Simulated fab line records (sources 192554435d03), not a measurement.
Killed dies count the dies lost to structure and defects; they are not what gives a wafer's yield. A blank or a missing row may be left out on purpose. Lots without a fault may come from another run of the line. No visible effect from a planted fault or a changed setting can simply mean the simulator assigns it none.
fab line records | flow n5Finfet
record lots=24 wafers=72 lastDay=18
route steps=1938 shown BEOL_M14@1746 BEOL_M15@1807
lots that met no fault: taken from a fault-free run of the same line
startH: the number of hours between the record's first day and the start of the first shown wafer of the lot | waitH: how many hours have passed since the lot's step before this one | " identical to the entry in the row above | L1.1+2: one row covering several wafers at once | - no value, or no start was given | * or withheld: withheld | < > ~ a bound
route shown NAME@n: names a module that has steps shown in the file, with the first one's number in the route | usual: mean/standard deviation taken from wafers without a fault | same: alike in all rows | chamber/n: place in a boat | sites: each site's reading | _std_site: how widely they spread, as a standard deviation | _edge_site: inner sites' mean taken away from outer sites' mean | radiusMm: for every site, how far away it sits from the centre of the wafer | mask NAME#n: copy n | behind: the most recent tool/chamber to have shaped the wafer | hold: cause of the lot's hold/its duration in hours/its outcome | device: whichever transistor did not switch (one of n, p or np) | end of line: the tests these same wafers got at the end of their route | where a step has no rows: the recipe by itself | killed: not the wafer's yield, but the dies lost to structure and defects at the first sort | map: per-die view of a wafer (x killed, . not killed, _ where there is no die)
set.NAME: the run value of the setting; set.NAME@STEP: its run value at that earlier step | model.NAME: the simulator's own value behind a step, which no gauge read
route steps across a sampled set of lots; one table per step, one row per wafer
services: the hour from which a tool's chamber was out of use, counted from the record's first day as startH (under 0 if before that day), plus the number of hours and why
## steps
# step N5_BEOL_M14_CD_MEAS_28
# recipe targetCdNm=284.4 landingEnergyEv=500 detector=seInlens
# usual cdNm=285.0/2
# same landingEnergyEv=500
# columns lot.wafer tool chamber startH waitH cdNm
L074.1 cdSem-02 0 242.51 - 284.6
L074.4 " 0 " " 288.7
L074.5 " 0 " " 287.0
L076.2 cdSem-02 0 249.01 - 286.4
L076.3 " 0 " " 284.4
L076.4 " 0 " " 289.5
L075.4 cdSem-01 0 249.88 - 283.3
L075.5 " 0 " " 283.0
L075.6 " 0 " " 283.4
L077.1 cdSem-03 0 258.20 - 287.1
L077.2 " 0 " " 286.5
L077.4 " 0 " " 285.1
L078.1 cdSem-01 0 262.64 - 285.5
L078.4 " 0 " " 286.0
L078.6 " 0 " " 287.9
L079.1 cdSem-01 0 264.55 - 288.6
L079.3 " 0 " " 287.1
L079.6 " 0 " " 282.3
L081.2 cdSem-01 0 288.44 - 283.2
L081.3 " 0 " " 284.0
L081.5 " 0 " " 284.6
L080.3 cdSem-02 0 293.61 - 284.8
L080.4 " 0 " " 283.3
L080.5 " 0 " " 284.8
L082.3 cdSem-02 0 300.02 - 283.5
L082.4 " 0 " " 284.7
L082.5 " 0 " " 283.6
L083.2 cdSem-01 0 309.40 - 285.0
L083.5 " 0 " " 283.6
L083.6 " 0 " " 283.3
L084.2 cdSem-03 0 310.96 - 283.8
L084.3 " 0 " " 285.0
L084.6 " 0 " " 284.9
L086.1 cdSem-01 0 312.95 - 285.9
L086.3 " 0 " " 285.4
L086.5 " 0 " " 282.0
L085.2 cdSem-01 0 320.18 - 282.5
L085.5 " 0 " " 283.9
L085.6 " 0 " " 283.2
L087.1 cdSem-01 0 332.65 - 282.4
L087.5 " 0 " " 282.9
L087.6 " 0 " " 282.3
L090.2 cdSem-01 0 348.02 - 282.6
L090.3 " 0 " " 281.9
L090.5 " 0 " " 284.9
L088.1 cdSem-03 0 348.77 - 286.6
L088.3 " 0 " " 285.6
L088.4 " 0 " " 285.0
L091.2 cdSem-01 0 351.64 - 287.0
L091.3 " 0 " " 287.8
L091.6 " 0 " " 285.1
L089.1 cdSem-01 0 353.62 - 288.2
L089.4 " 0 " " 286.9
L089.5 " 0 " " 290.8
L093.3 cdSem-02 0 369.49 - 288.7
L093.4 " 0 " " 287.0
L093.6 " 0 " " 286.3
L092.1 cdSem-03 0 369.68 - 285.2
L092.2 " 0 " " 284.8
L092.3 " 0 " " 283.6
L094.1 cdSem-03 0 370.14 - 285.6
L094.5 " 0 " " 285.6
L094.6 " 0 " " 284.2
L095.2 cdSem-01 0 379.18 - 285.9
L095.3 " 0 " " 285.1
L095.4 " 0 " " 286.8
L096.2 cdSem-02 0 403.16 - 285.2
L096.4 " 0 " " 286.4
L096.6 " 0 " " 287.3
L097.3 cdSem-01 0 403.61 - 284.1
L097.5 " 0 " " 286.2
L097.6 " 0 " " 284.3
# step N5_BEOL_M14_OVL_MEAS_29
# recipe pointsPerWafer=44
# usual M14_OVL=1/6
# columns lot.wafer tool chamber startH waitH M14_OVL[nm]
L074.1 overlay-01 0 242.54 0.0 1
L074.4 " 0 " " -3
L074.5 " 0 " " 5
L076.2 overlay-01 0 249.04 0.0 0
L076.3 " 0 " " 8
L076.4 " 0 " " -1
L075.4 overlay-01 0 249.90 0.0 4
L075.5 " 0 " " -6
L075.6 " 0 " " -3
L077.1 overlay-01 0 258.23 0.0 -11
L077.2 " 0 " " -1
L077.4 " 0 " " 3
L078.1 overlay-01 0 262.67 0.0 2
L078.4 " 0 " " -4
L078.6 " 0 " " 0
L079.1 overlay-02 0 264.58 0.0 1
L079.3 " 0 " " -2
L079.6 " 0 " " 12
L081.2 overlay-02 0 288.47 0.0 3
L081.3 " 0 " " 10
L081.5 " 0 " " 13
L080.3 overlay-02 0 293.64 0.0 4
L080.4 " 0 " " 14
L080.5 " 0 " " 1
L082.3 overlay-01 0 300.05 0.0 -4
L082.4 " 0 " " -4
L082.5 " 0 " " -6
L083.2 overlay-02 0 309.43 0.0 0
L083.5 " 0 " " 5
L083.6 " 0 " " 0
L084.2 overlay-01 0 310.99 0.0 11
L084.3 " 0 " " -2
L084.6 " 0 " " 12
L086.1 overlay-01 0 312.98 0.0 5
L086.3 " 0 " " -5
L086.5 " 0 " " -6
L085.2 overlay-02 0 320.21 0.0 3
L085.5 " 0 " " 4
L085.6 " 0 " " 2
L087.1 overlay-02 0 332.68 0.0 -4
L087.5 " 0 " " -1
L087.6 " 0 " " 1
L090.2 overlay-01 0 348.05 0.0 5
L090.3 " 0 " " -4
L090.5 " 0 " " 0
L088.1 overlay-02 0 348.80 0.0 8
L088.3 " 0 " " 2
L088.4 " 0 " " -7
L091.2 overlay-01 0 351.67 0.0 -8
L091.3 " 0 " " 5
L091.6 " 0 " " -10
L089.1 overlay-01 0 353.65 0.0 -2
L089.4 " 0 " " -2
L089.5 " 0 " " -7
L093.3 overlay-02 0 369.52 0.0 -2
L093.4 " 0 " " -11
L093.6 " 0 " " -8
L092.1 overlay-02 0 369.71 0.0 12
L092.2 " 0 " " 4
L092.3 " 0 " " 13
L094.1 overlay-02 0 370.17 0.0 3
L094.5 " 0 " " 7
L094.6 " 0 " " 2
L095.2 overlay-01 0 379.21 0.0 -12
L095.3 " 0 " " -1
L095.4 " 0 " " -3
L096.2 overlay-01 0 403.19 0.0 -1
L096.4 " 0 " " 1
L096.6 " 0 " " 5
L097.3 overlay-01 0 403.64 0.0 2
L097.5 " 0 " " 6
L097.6 " 0 " " 0
# step N5_BEOL_M14_TRENCH_ETCH_34
# recipe chemistry=C4F8/O2/Ar target=SiO2 targetDepthA=5566.5 maskMaterial=SOC heInnerTorr=15 heOuterTorr=30 timeS=126.9 ionEnergyEv=800 pressureMtorr=20 sourceW=1905 biasW=2040 Ar_flow_sccm=400 C4F8_flow_sccm=16 O2_flow_sccm=12
# usual drypumpMotorCurrentA=5.9/0.58 oesProductAu=0.80/0.076 rfVppV=2205/31 showerheadPlenumPTorr=3.38/0.1 throttleValvePct=30.79/0.24
# columns lot.wafer tool chamber startH waitH drypumpMotorCurrentA oesProductAu rfHoursCounterH rfVppV showerheadPlenumPTorr throttleValvePct
L074.1 rieDiel-05 3 243.19 0.0 4.9 0.78 65 2205 3.37 30.50
L074.4 " 2 " " 6.6 0.70 228 2260 3.39 30.89
L074.5 " 0 " " 6.0 0.75 - 2175 3.29 30.56
L076.2 rieDiel-05 0 249.55 0.0 6.0 0.75 157 2174 3.29 30.59
L076.3 " 3 " " 4.9 0.78 67 2205 3.36 30.51
L076.4 " 2 " " 6.6 0.69 230 2260 3.38 30.88
L075.4 rieDiel-06 0 250.86 0.0 4.9 0.70 238 2174 3.26 31.42
L075.5 " 0 " " 4.9 0.70 - 2174 3.26 31.44
L075.6 " 3 " " 6.4 0.70 - 2193 3.54 31.08
L077.1 rieDiel-02 0 258.74 0.0 5.0 0.83 76 2221 3.35 30.90
L077.2 " 1 " " 5.5 0.83 65 2194 3.35 30.42
L077.4 " 3 " " 6.0 0.69 250 2246 3.39 31.20
L078.1 rieDiel-05 2 263.19 0.0 6.6 0.69 235 2261 3.38 30.89
L078.4 " 2 " " 6.6 0.69 - 2260 3.38 30.87
L078.6 " 1 " " 6.4 0.87 - 2233 3.36 30.84
L079.1 rieDiel-02 2 265.32 0.0 6.3 0.77 123 2153 3.34 31.02
L079.3 " 1 " " 5.5 0.83 - 2195 3.35 30.41
L079.6 " 1 " " 5.5 0.83 - 2194 3.35 30.40
L081.2 rieDiel-05 3 288.98 0.0 4.9 0.77 81 2207 3.36 30.51
L081.3 " 0 " " 6.0 0.74 167 2172 3.29 30.57
L081.5 " 0 " " 6.0 0.74 - 2173 3.29 30.60
L080.3 rieDiel-06 3 294.28 0.0 6.4 0.70 221 2193 3.53 31.09
L080.4 " 3 " " 6.4 0.69 - 2192 3.53 31.09
L080.5 " 2 " " 6.2 0.87 - 2165 3.36 31.03
L082.3 rieDiel-05 1 300.56 0.0 6.4 0.86 77 2233 3.36 30.87
L082.4 " 3 " " 4.9 0.76 84 2206 3.36 30.52
L082.5 " 0 " " 6.0 0.74 - 2174 3.28 30.60
L083.2 rieDiel-05 2 310.01 0.0 6.6 0.68 250 2258 3.37 30.89
L083.5 " 1 " " 6.4 0.85 - 2232 3.36 30.86
L083.6 " 3 " " 4.9 0.75 - 2205 3.35 30.51
L084.2 rieDiel-06 3 311.56 0.0 6.5 0.69 230 2191 3.53 31.12
L084.3 " 2 " " 6.2 0.85 75 2165 3.35 31.04
L084.6 " 3 " " 6.5 0.68 - 2193 3.53 31.10
L086.1 rieDiel-05 3 313.49 0.0 4.9 0.76 91 2205 3.35 30.52
L086.3 " 1 " " 6.4 0.86 83 2231 3.36 30.87
L086.5 " 1 " " 6.3 0.85 - 2232 3.35 30.88
L085.2 rieDiel-06 0 320.72 0.0 4.9 0.98 1 2210 3.65 31.07
L085.5 " 2 " " 6.2 0.84 - 2163 3.35 31.05
L085.6 " 1 " " 5.9 0.86 - 2217 3.63 30.66
L087.1 rieDiel-02 1 333.19 0.0 5.5 0.80 89 2194 3.34 30.43
L087.5 " 3 " " 6.0 0.92 - 2247 3.38 31.00
L087.6 " 0 " " 5.1 0.82 - 2222 3.34 30.90
L090.2 rieDiel-05 1 348.56 0.0 6.4 0.84 97 2232 3.35 30.88
L090.3 " 0 " " 6.0 0.72 189 2172 3.27 30.60
L090.5 " 1 " " 6.3 0.84 - 2232 3.35 30.89
L088.1 rieDiel-05 1 349.43 0.0 6.4 0.84 98 2231 3.35 30.89
L088.3 " 3 " " 4.9 0.74 105 2205 3.34 30.54
L088.4 " 0 " " 6.0 0.72 189 2173 3.27 30.58
L091.2 rieDiel-06 3 352.30 0.0 6.4 0.67 241 2190 3.52 31.09
L091.3 " 0 " " 4.9 0.95 10 2211 3.64 31.07
L091.6 " 1 " " 5.9 0.85 - 2217 3.62 30.64
L089.1 rieDiel-02 3 354.19 0.0 6.0 0.90 27 2245 3.38 31.01
L089.4 " 1 " " 5.5 0.79 98 2193 3.34 30.43
L089.5 " 1 " " 5.5 0.79 - 2193 3.34 30.43
L093.3 rieDiel-05 1 370.03 0.0 6.4 0.83 104 2230 3.34 30.89
L093.4 " 0 " " 6.0 0.72 196 2172 3.27 30.61
L093.6 " 1 " " 6.4 0.84 - 2230 3.34 30.90
L092.1 rieDiel-02 1 370.29 0.0 5.5 0.79 104 2194 3.33 30.45
L092.2 " 3 " " 6.0 0.89 32 2247 3.38 31.02
L092.3 " 0 " " 5.0 0.81 110 2220 3.33 30.92
L094.1 rieDiel-02 2 371.22 0.0 6.2 0.73 158 2153 3.32 31.04
L094.5 " 0 " " 5.1 0.81 - 2220 3.33 30.92
L094.6 " 1 " " 5.5 0.79 - 2194 3.33 30.45
L095.2 rieDiel-05 3 379.72 0.0 4.9 0.73 115 2205 3.34 30.54
L095.3 " 0 " " 6.0 0.71 200 2172 3.27 30.60
L095.4 " 2 " " 6.6 0.94 18 2258 3.36 30.62
L096.2 rieDiel-02 0 404.05 0.0 5.1 0.80 120 2218 3.33 30.92
L096.4 " 1 " " 5.5 0.78 114 2193 3.33 30.46
L096.6 " 2 " " 6.2 0.72 - 2152 3.32 31.06
L097.3 rieDiel-06 0 404.67 0.0 4.9 0.89 28 2210 3.63 31.09
L097.5 " 2 " " 6.2 0.82 - 2164 3.34 31.05
L097.6 " 1 " " 5.9 0.82 - 2218 3.61 30.67
# step N5_BEOL_M15_DESCUM_33
# recipe chemistry=O2 timeS=7.9 sourcePowerW=50 biasPowerW=20 pressureMtorr=20 rfFrequencyHz=2.712e+07 tempC=40 o2FlowSccm=225
# usual drypumpMotorCurrentA=5.8/0.58 oesProductAu=0.80/0.09 rfVppV=243.2/1.3 showerheadPlenumPTorr=2.10/0.068 throttleValvePct=20.44/0.28
# columns lot.wafer tool chamber startH waitH drypumpMotorCurrentA oesProductAu rfHoursCounterH rfVppV showerheadPlenumPTorr throttleValvePct
L074.1 rieDiel-03 2 250.67 0.0 5.5 0.68 244 242.0 1.99 20.82
L074.4 " 3 " " 6.2 0.71 223 245.0 2.17 20.47
L074.5 " 3 " " 6.2 0.71 - 244.2 2.17 20.48
L076.2 rieDiel-03 3 253.93 0.0 6.2 0.71 224 243.7 2.17 20.48
L076.3 " 2 " " 5.5 0.67 246 241.3 1.99 20.82
L076.4 " 0 " " 5.0 0.83 88 243.7 2.11 20.04
L075.4 rieDiel-04 1 256.15 0.1 6.5 0.78 125 242.4 2.10 20.49
L075.5 " 1 " " 6.5 0.78 - 245.3 2.10 20.48
L075.6 " 0 " " 5.7 0.93 - 244.3 2.13 20.61
L077.1 rieDiel-04 3 265.09 0.0 6.6 0.70 215 241.3 2.00 20.87
L077.2 " 0 " " 5.8 0.92 15 243.7 2.13 20.60
L077.4 " 2 " " 5.7 0.84 49 242.7 2.15 20.69
L078.1 rieDiel-04 1 270.32 0.8 6.5 0.77 128 244.1 2.10 20.49
L078.4 " 0 " " 5.7 0.92 17 244.3 2.13 20.60
L078.6 " 2 " " 5.7 0.84 - 243.7 2.15 20.68
L079.1 rieDiel-03 3 270.44 0.2 6.3 0.70 232 245.5 2.16 20.50
L079.3 " 0 " " 5.0 0.83 - 244.9 2.11 20.06
L079.6 " 0 " " 5.0 0.82 - 243.0 2.11 20.05
L081.2 rieDiel-03 0 294.70 0.0 5.0 0.81 104 243.8 2.11 20.07
L081.3 " 3 " " 6.2 0.69 240 244.5 2.16 20.49
L081.5 " 2 " " 5.5 0.95 - 244.6 2.25 20.31
L080.3 rieDiel-04 1 300.54 0.0 6.5 0.77 136 242.3 2.10 20.50
L080.4 " 3 " " 6.5 0.69 224 241.6 2.00 20.89
L080.5 " 3 " " 6.6 0.69 - 240.0 2.00 20.89
L082.3 rieDiel-03 2 305.47 0.4 5.5 0.94 9 244.6 2.25 20.32
L082.4 " 3 " " 6.2 0.69 - 242.4 2.16 20.51
L082.5 " 0 " " 5.0 0.80 - 244.0 2.11 20.08
L083.2 rieDiel-03 1 315.23 0.0 5.3 0.72 196 243.2 2.06 20.16
L083.5 " 3 " " 6.3 0.68 - 244.3 2.16 20.50
L083.6 " 0 " " 5.0 0.79 - 242.2 2.11 20.08
L084.2 rieDiel-04 3 316.61 0.3 6.7 0.68 230 241.3 1.99 20.91
L084.3 " 1 " " 6.5 0.77 142 242.2 2.09 20.52
L084.6 " 0 " " 5.7 0.89 - 244.8 2.12 20.64
L086.1 rieDiel-01 2 318.08 0.4 6.1 0.87 57 242.8 2.01 19.87
L086.3 " 0 " " 4.7 0.84 85 243.8 2.10 20.22
L086.5 " 2 " " 6.1 0.88 - 241.3 2.01 19.88
L085.2 rieDiel-04 1 326.23 0.0 6.5 0.76 145 243.2 2.09 20.52
L085.5 " 1 " " 6.5 0.76 - 242.8 2.09 20.52
L085.6 " 2 " " 5.7 0.82 - 242.2 2.14 20.71
L087.1 rieDiel-03 2 337.11 0.0 5.5 0.90 22 244.4 2.25 20.33
L087.5 " 0 " " 5.0 0.80 - 244.2 2.10 20.09
L087.6 " 1 " " 5.3 0.72 - 242.8 2.05 20.18
L090.2 rieDiel-04 0 353.29 0.2 5.7 0.88 41 243.9 2.12 20.64
L090.3 " 2 " " 5.7 0.82 72 244.6 2.14 20.72
L090.5 " 1 " " 6.5 0.76 - 241.9 2.09 20.51
L088.1 rieDiel-04 0 355.13 0.0 5.7 0.88 42 242.9 2.12 20.66
L088.3 " 3 " " 6.6 0.68 240 241.1 1.99 20.91
L088.4 " 1 " " 6.5 0.75 151 241.4 2.09 20.52
L091.2 rieDiel-03 2 364.69 0.7 5.5 0.90 30 247.1 2.25 20.36
L091.3 " 3 " " 6.2 1.00 11 244.2 2.15 20.16
L091.6 " 3 " " 6.3 0.98 - 244.2 2.15 20.17
L089.1 rieDiel-01 0 365.46 0.4 4.7 0.83 100 244.9 2.09 20.27
L089.4 " 1 " " 5.2 0.97 - 241.4 2.05 20.41
L089.5 " 2 " " 6.1 0.87 - 241.2 2.01 19.88
L093.3 rieDiel-03 2 377.18 0.0 5.5 0.89 34 244.7 2.24 20.37
L093.4 " 0 " " 5.0 0.79 133 242.7 2.10 20.09
L093.6 " 0 " " 5.0 0.79 - 241.6 2.10 20.11
L092.1 rieDiel-04 0 377.82 0.2 5.7 0.86 48 243.9 2.12 20.65
L092.2 " 1 " " 6.5 0.75 157 241.5 2.09 20.53
L092.3 " 2 " " 5.7 0.80 79 243.0 2.14 20.73
L094.1 rieDiel-03 3 378.42 0.0 6.2 0.96 15 243.1 2.15 20.16
L094.5 " 3 " " 6.2 0.97 - 242.7 2.15 20.17
L094.6 " 0 " " 5.0 0.78 - 242.8 2.10 20.12
L095.2 rieDiel-01 0 386.59 0.0 4.8 0.81 107 242.4 2.09 20.26
L095.3 " 3 " " 6.4 0.82 113 243.4 2.02 20.35
L095.4 " 2 " " 6.1 0.85 77 241.3 2.01 19.89
L096.2 rieDiel-01 0 408.83 0.0 4.7 0.81 112 242.7 2.09 20.27
L096.4 " 2 " " 6.1 0.86 82 242.5 2.00 19.89
L096.6 " 3 " " 6.4 0.81 - 241.5 2.02 20.35
L097.3 rieDiel-04 0 411.32 0.0 5.7 0.85 61 243.9 2.11 20.69
L097.5 " 3 " " 6.6 0.95 - 246.1 2.25 20.56
L097.6 " 1 " " 6.5 0.74 - 242.5 2.08 20.55
# step N5_BEOL_M15_STRIP_37
# recipe chemistry=O2 powerW=600 tempC=60 pressureMtorr=30 rfFrequencyHz=6e+07 biasPowerW=0 overashFraction=0.3 o2FlowSccm=225
# usual drypumpMotorCurrentA=5.6/0.58 oesProductAu=0.82/0.091 rfVppV=3.6/0.59 showerheadPlenumPTorr=2.10/0.072 throttleValvePct=16.57/0.25
# columns lot.wafer tool chamber startH waitH drypumpMotorCurrentA oesProductAu rfHoursCounterH rfVppV showerheadPlenumPTorr throttleValvePct
L074.1 rieDiel-01 3 - - 6.3 0.83 79 3.3 2.04 16.52
L074.4 " 1 " " 5.2 0.69 230 3.8 2.06 17.07
L074.5 " 0 " " 4.7 0.87 - 2.1 2.11 16.45
L076.2 rieDiel-04 3 - - 6.6 0.70 213 3.7 2.00 17.12
L076.3 " 1 " " 6.5 0.78 124 3.0 2.10 16.71
L076.4 " 2 " " 5.7 0.84 46 4.4 2.15 16.82
L075.4 rieDiel-03 3 - - 6.3 0.71 227 4.2 2.17 16.77
L075.5 " 3 " " 6.3 0.71 - 3.8 2.17 16.79
L075.6 " 2 " " 5.5 0.68 - 3.4 2.00 17.04
L077.1 rieDiel-01 3 - - 6.4 0.85 83 4.0 2.04 16.53
L077.2 " 1 " " 5.2 0.69 234 2.6 2.06 17.05
L077.4 " 0 " " 4.8 0.85 71 3.7 2.11 16.46
L078.1 rieDiel-01 0 - - 4.7 0.84 73 3.2 2.11 16.44
L078.4 " 2 " " 6.1 0.91 45 3.1 2.02 16.15
L078.6 " 0 " " 4.8 0.84 - 2.9 2.11 16.44
L079.1 rieDiel-01 1 - - 5.2 0.69 237 3.8 2.06 17.04
L079.3 " 0 " " 4.7 0.86 73 3.8 2.11 16.45
L079.6 " 1 " " 5.2 0.69 - 3.6 2.06 17.06
L081.2 rieDiel-03 0 - - 5.0 0.81 104 3.6 2.11 16.30
L081.3 " 2 " " 5.5 0.95 6 3.7 2.26 16.53
L081.5 " 3 " " 6.3 0.70 - 4.2 2.16 16.81
L080.3 rieDiel-04 1 - - 6.5 0.77 136 2.2 2.10 16.71
L080.4 " 2 " " 5.7 0.83 56 2.8 2.15 16.81
L080.5 " 2 " " 5.7 0.84 - 2.8 2.15 16.81
L082.3 rieDiel-03 3 - - 6.2 0.69 245 4.5 2.16 16.79
L082.4 " 2 " " 5.5 0.94 - 3.1 2.26 16.54
L082.5 " 3 " " 6.2 0.70 - 3.8 2.16 16.80
L083.2 rieDiel-03 3 - - 6.2 0.68 250 3.3 2.16 16.83
L083.5 " 0 " " 5.0 0.80 - 4.0 2.11 16.31
L083.6 " 3 " " 6.2 0.69 - 3.6 2.16 16.81
L084.2 rieDiel-03 2 - - 5.5 0.93 15 2.5 2.25 16.54
L084.3 " 0 " " 5.0 0.80 115 2.6 2.11 16.33
L084.6 " 1 " " 5.3 0.72 - 4.2 2.06 16.48
L086.1 rieDiel-03 2 - - 5.5 0.93 16 3.8 2.25 16.53
L086.3 " 0 " " 5.0 0.80 115 3.8 2.11 16.35
L086.5 " 1 " " 5.3 0.73 - 4.1 2.06 16.48
L085.2 rieDiel-04 2 - - 5.7 0.82 65 3.5 2.15 16.85
L085.5 " 2 " " 5.7 0.81 - 5.3 2.15 16.85
L085.6 " 0 " " 5.8 0.88 - 3.5 2.13 16.82
L087.1 rieDiel-03 3 - - 6.3 1.01 3 3.0 2.16 16.40
L087.5 " 0 " " 5.0 0.80 - 3.2 2.11 16.36
L087.6 " 1 " " 5.3 0.72 - 2.4 2.06 16.50
L090.2 rieDiel-01 2 - - 6.1 0.88 67 3.3 2.02 16.20
L090.3 " 0 " " 4.7 0.82 95 3.7 2.10 16.47
L090.5 " 3 " " 6.4 0.81 - 3.1 2.03 16.57
L088.1 rieDiel-01 1 - - 5.2 1.01 0 3.7 2.06 16.59
L088.3 " 0 " " 4.8 0.83 - 3.6 2.10 16.50
L088.4 " 1 " " 5.2 1.02 - 2.9 2.06 16.62
L091.2 rieDiel-03 3 - - 6.2 0.97 11 3.1 2.16 16.37
L091.3 " 0 " " 5.0 0.78 130 3.8 2.10 16.37
L091.6 " 2 " " 5.5 0.88 - 4.0 2.25 16.56
L089.1 rieDiel-04 2 - - 5.7 0.80 76 3.4 2.14 16.86
L089.4 " 1 " " 6.5 0.74 154 4.4 2.09 16.75
L089.5 " 3 " " 6.6 0.67 - 3.6 1.99 17.16
L093.3 rieDiel-01 0 - - 4.8 0.81 104 4.2 2.10 16.52
L093.4 " 2 " " 6.1 0.86 75 2.5 2.01 16.21
L093.6 " 2 " " 6.1 0.86 - 3.8 2.01 16.21
L092.1 rieDiel-03 0 - - 5.0 0.78 134 4.5 2.10 16.35
L092.2 " 2 " " 5.5 0.89 35 3.3 2.25 16.58
L092.3 " 3 " " 6.3 0.98 15 3.7 2.16 16.38
L094.1 rieDiel-03 3 - - 6.3 0.96 15 3.4 2.15 16.41
L094.5 " 1 " " 5.3 0.70 - 3.2 2.05 16.51
L094.6 " 2 " " 5.5 0.88 - 3.7 2.25 16.56
L095.2 rieDiel-01 1 - - 5.2 0.95 11 3.2 2.05 16.63
L095.3 " 3 " " 6.4 0.81 114 3.3 2.03 16.61
L095.4 " 2 " " 6.1 0.86 78 4.7 2.01 16.20
L096.2 rieDiel-03 3 - - 6.2 0.94 25 3.6 2.15 16.43
L096.4 " 1 " " 5.3 0.70 228 3.5 2.05 16.51
L096.6 " 0 " " 5.0 0.77 - 3.6 2.10 16.38
L097.3 rieDiel-03 1 - - 5.3 0.70 228 3.5 2.05 16.51
L097.5 " 3 " " 6.3 0.94 - 3.1 2.15 16.43
L097.6 " 0 " " 5.0 0.77 - 4.8 2.10 16.37
# step N5_BEOL_M15_SPUTTER_45
# recipe material=Cu targetThkA=1000 tempC=-20 biasV=60 powerW=26000 chamberPressurePa=0.13 timeS=16.67
# usual throttleValvePct=30.3/1
# columns lot.wafer tool chamber startH waitH throttleValvePct
L074.1 pvdSputter-03 - 252.96 0.0 31.1
L074.4 " - " " 30.7
L074.5 " - " " 30.7
L076.2 pvdSputter-03 - 256.88 0.0 31.2
L076.3 " - " " 29.9
L076.4 " - " " 30.1
L075.4 pvdSputter-01 - 259.47 0.0 31.7
L075.5 " - " " 28.7
L075.6 " - " " 31.8
L077.1 pvdSputter-02 - 266.62 0.0 31.0
L077.2 " - " " 29.9
L077.4 " - " " 27.6
L078.1 pvdSputter-01 - 271.27 0.0 31.4
L078.4 " - " " 28.8
L078.6 " - " " 31.1
L079.1 pvdSputter-01 - 271.59 0.0 31.2
L079.3 " - " " 29.8
L079.6 " - " " 31.8
L081.2 pvdSputter-03 - 297.50 0.0 30.3
L081.3 " - " " 29.7
L081.5 " - " " 30.9
L080.3 pvdSputter-02 - 301.73 0.0 31.0
L080.4 " - " " 29.6
L080.5 " - " " 29.7
L082.3 pvdSputter-03 - 307.31 0.0 31.1
L082.4 " - " " 29.9
L082.5 " - " " 30.4
L083.2 pvdSputter-03 - 317.47 0.0 29.8
L083.5 " - " " 30.4
L083.6 " - " " 30.0
L084.2 pvdSputter-03 - 318.42 0.0 29.9
L084.3 " - " " 31.2
L084.6 " - " " 30.0
L086.1 pvdSputter-03 - 319.84 0.0 29.7
L086.3 " - " " 29.5
L086.5 " - " " 29.8
L085.2 pvdSputter-02 - 331.05 0.0 29.8
L085.5 " - " " 29.7
L085.6 " - " " 31.0
L087.1 pvdSputter-01 - 341.46 0.0 29.7
L087.5 " - " " 31.4
L087.6 " - " " 29.1
L090.2 pvdSputter-03 - 355.93 0.0 30.0
L090.3 " - " " 29.9
L090.5 " - " " 30.9
L088.1 pvdSputter-01 - 360.91 0.0 29.8
L088.3 " - " " 31.7
L088.4 " - " " 28.7
L091.2 pvdSputter-03 - 367.12 0.0 29.7
L091.3 " - " " 31.0
L091.6 " - " " 29.8
L089.1 pvdSputter-03 - 369.42 0.0 30.0
L089.4 " - " " 29.8
L089.5 " - " " 30.6
L093.3 pvdSputter-01 - 379.88 0.0 31.0
L093.4 " - " " 29.9
L093.6 " - " " 29.9
L092.1 pvdSputter-02 - 379.89 0.0 29.8
L092.2 " - " " 31.3
L092.3 " - " " 27.7
L094.1 pvdSputter-01 - 380.31 0.0 28.5
L094.5 " - " " 31.1
L094.6 " - " " 28.5
L095.2 pvdSputter-01 - 392.68 0.0 30.8
L095.3 " - " " 31.4
L095.4 " - " " 29.8
L096.2 pvdSputter-01 - 417.29 0.0 29.6
L096.4 " - " " 28.8
L096.6 " - " " 31.6
L097.3 pvdSputter-02 - 417.45 0.0 31.0
L097.5 " - " " 31.2
L097.6 " - " " 31.0
## services
# columns tool chamber startH hours kind
rieDiel-06 0 220.63 6.6 repair
rieDiel-04 1 221.30 13.8 repair
rieDiel-02 - 229.71 0.5 repair
rieDiel-01 1 240.27 4.0 repair
rieDiel-05 0 258.19 9.4 repair
rieDiel-02 0 264.49 9.9 repair
rieDiel-04 2 273.35 7.5 repair
rieDiel-05 0 307.30 4.3 repair
pvdSputter-01 - 320.04 19.6 repair
rieDiel-06 3 328.29 2.5 repair
rieDiel-04 1 328.93 6.7 repair
pvdSputter-01 - 354.53 5.4 repair
rieDiel-01 3 357.36 12.1 repair
rieDiel-01 2 358.45 3.4 repair
rieDiel-05 3 376.16 2.3 repair
rieDiel-02 - 381.76 0.5 repair
rieDiel-06 3 382.22 2.3 repair
rieDiel-06 2 382.64 11.7 repair
rieDiel-01 3 384.83 1.3 repair
pvdSputter-01 - 386.41 4.6 repair
rieDiel-06 0 392.19 4.8 repair
rieDiel-04 2 403.20 10.2 repair
pvdSputter-01 - 412.36 3.4 repair
rieDiel-02 - 413.98 13.0 repair
## key
fault none
